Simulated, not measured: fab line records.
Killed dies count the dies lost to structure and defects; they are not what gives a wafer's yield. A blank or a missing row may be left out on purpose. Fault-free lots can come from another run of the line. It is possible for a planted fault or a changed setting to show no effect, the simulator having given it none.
Chamber matching || flow n5_finfet || 4 sister chambers for N5_MOL_CONTACT_COAG_ETCH_65 on rie_diel-04
The step etches underlayer in N2/H2, target depth 13 nm, time 10.4 s. 4 wafers are shown with their chamber, then 7 later ones without.

## WAFERS WITH THEIR CHAMBER
{"wafer": "L079.6", "chamber": 1, "drypump_motor_current_A (A)": 5.4}
{"wafer": "L084.5", "chamber": 2, "drypump_motor_current_A (A)": 5.5}
{"wafer": "L085.3", "chamber": 0, "drypump_motor_current_A (A)": 6.0}
{"wafer": "L085.4", "chamber": 3, "drypump_motor_current_A (A)": 4.9}

## WAFERS WITHOUT THEIR CHAMBER
{"wafer": "L085.5", "drypump_motor_current_A (A)": 5.4}
{"wafer": "L086.3", "drypump_motor_current_A (A)": 5.4}
{"wafer": "L086.4", "drypump_motor_current_A (A)": 5.5}
{"wafer": "L086.6", "drypump_motor_current_A (A)": 5.5}
{"wafer": "L087.1", "drypump_motor_current_A (A)": 5.6}
{"wafer": "L087.4", "drypump_motor_current_A (A)": 4.9}
{"wafer": "L087.6", "drypump_motor_current_A (A)": 6.1}

## CHAMBER TAKEN BY EACH
{"wafer": "L085.5", "from the rows above": "can't be placed: 1 or 2", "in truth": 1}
{"wafer": "L086.3", "from the rows above": "can't be placed: 1 or 2", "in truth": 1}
{"wafer": "L086.4", "from the rows above": "can't be placed: 2 or 1", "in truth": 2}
{"wafer": "L086.6", "from the rows above": "can't be placed: 2 or 1", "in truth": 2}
{"wafer": "L087.1", "from the rows above": "can't be placed: 2 or 1", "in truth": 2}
{"wafer": "L087.4", "from the rows above": 3, "in truth": 3}
{"wafer": "L087.6", "from the rows above": 0, "in truth": 0}
Correct placement for 2 of the 7. Unplaceable from these rows: 5, with the true chamber sitting among the candidates in 5. Placed wrongly: 0.
How it was worked out, from the rows above alone: a wafer's distance from a chamber is the root of the sum, over the readings, of the square of ((its reading less the chamber's mean) divided by the reading's scatter). If the next closest chamber is less than 2 further off than the closest, the wafer can't be placed; otherwise it belongs to the closest. The mean given for a chamber averages the wafers shown for that chamber. The scatter: with one shown wafer a chamber, the root of the mean of the squares of how far each hidden wafer lies from its nearest shown one.
